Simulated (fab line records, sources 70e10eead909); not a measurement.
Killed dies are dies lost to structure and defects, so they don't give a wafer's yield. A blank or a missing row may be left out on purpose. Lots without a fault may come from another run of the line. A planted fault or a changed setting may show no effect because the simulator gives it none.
Problem report in the 8D (eight disciplines) form, filled by code | flow nand_harc | the parts of the form that need people (team, actions taken, sign-off) are left out

1. THE PROBLEM
raw_defect_count at NHARC_P_GATE_INSPECT_28 reads a mean of 1272.0 on 12 wafers of 4 lots; wafers without a fault read 6.0 with a standard deviation of 2.7. That is +99 or more standard deviations from the usual mean.
First seen on wafer L194.2, day 7 20:39, on defect_inspect-02. The record holds 39 wafers of 13 lots with a number at this step. Rule for "out", or "out of limits": more than 4 standard deviations from the usual mean. The other wafers with a number count as sound.

2. WHAT IT IS AND WHAT IT IS NOT
question                    | is                                   | is not
which readings at this step | raw_defect_count                     | -
which lots                  | L191, L192, L193, L194               | L181, L182, L184, L187, L190, L200, L201, L202, L203
which wafers of those lots  | all that have a number               | -
read on which gauges        | defect_inspect-01, defect_inspect-02 | -
when                        | from day 7 20:39                     | up to then (15 sound wafers); but 12 sound wafers of L200, L201, L202, L203 came after

3. SUSPECTS, AND WHAT RULES EACH OUT
Counting: a tool at a process step up to the reading stays a suspect if it ran every lot that is out and no sound lot after the first of them.
- the gauge at NHARC_P_GATE_INSPECT_28: ruled out. The wafers that are out were read on 2 gauges (defect_inspect-01, defect_inspect-02).
- furnace-06 at NHARC_P_GATE_OXIDE_16 (material SiO2, target thk 3 nm, ox time 392 s): kept. It ran every lot that is out, first L191 (day 7 10:25), and no sound lot after that; its last sound lot up to then is L190 (day 6 13:43).
Left after counting: furnace-06 at NHARC_P_GATE_OXIDE_16.

4. THE CAUSE (what the simulator had put in)
Chamber particle source: furnace-06, from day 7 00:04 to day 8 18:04, at NHARC_P_GATE_OXIDE_16. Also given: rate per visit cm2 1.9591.
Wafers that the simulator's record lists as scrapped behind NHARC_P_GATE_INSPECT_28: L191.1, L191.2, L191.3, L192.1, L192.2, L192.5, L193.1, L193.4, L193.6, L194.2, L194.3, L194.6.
Counting left only this tool.

5. THE CHAIN OF EFFECTS, in route order
Each row: a reading whose mean over the struck wafers that have a number lies more than 3 standard deviations from the usual. Only readings for which the record gives a usual standard deviation are gone through. hours: the time from each lot's start at the first step in this table that gives one to its start at this step, as a median over the lots. sigmas: the change in usual standard deviations.
hours | step                    | reading          | usual | on struck wafers | change  | sigmas
0     | NHARC_P_GATE_INSPECT_28 | raw_defect_count | 6.0   | 1272.0           | +1266.0 | +99 or more

6. WHAT WOULD HAVE CAUGHT IT SOONER
In this record the first reading out of limits at a measuring or inspecting step was taken at day 7 20:39, 21 hours after the fault began at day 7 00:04.
Of the tool readings at NHARC_P_GATE_OXIDE_16 for which the record gives a usual standard deviation, none was out on any struck wafer, so an alarm limit of 4 standard deviations on them would not have fired.
All the lots that are out (4) had begun NHARC_P_GATE_OXIDE_16 on furnace-06 by day 7 20:39. A hold on the tool at that time would have spared none of them.
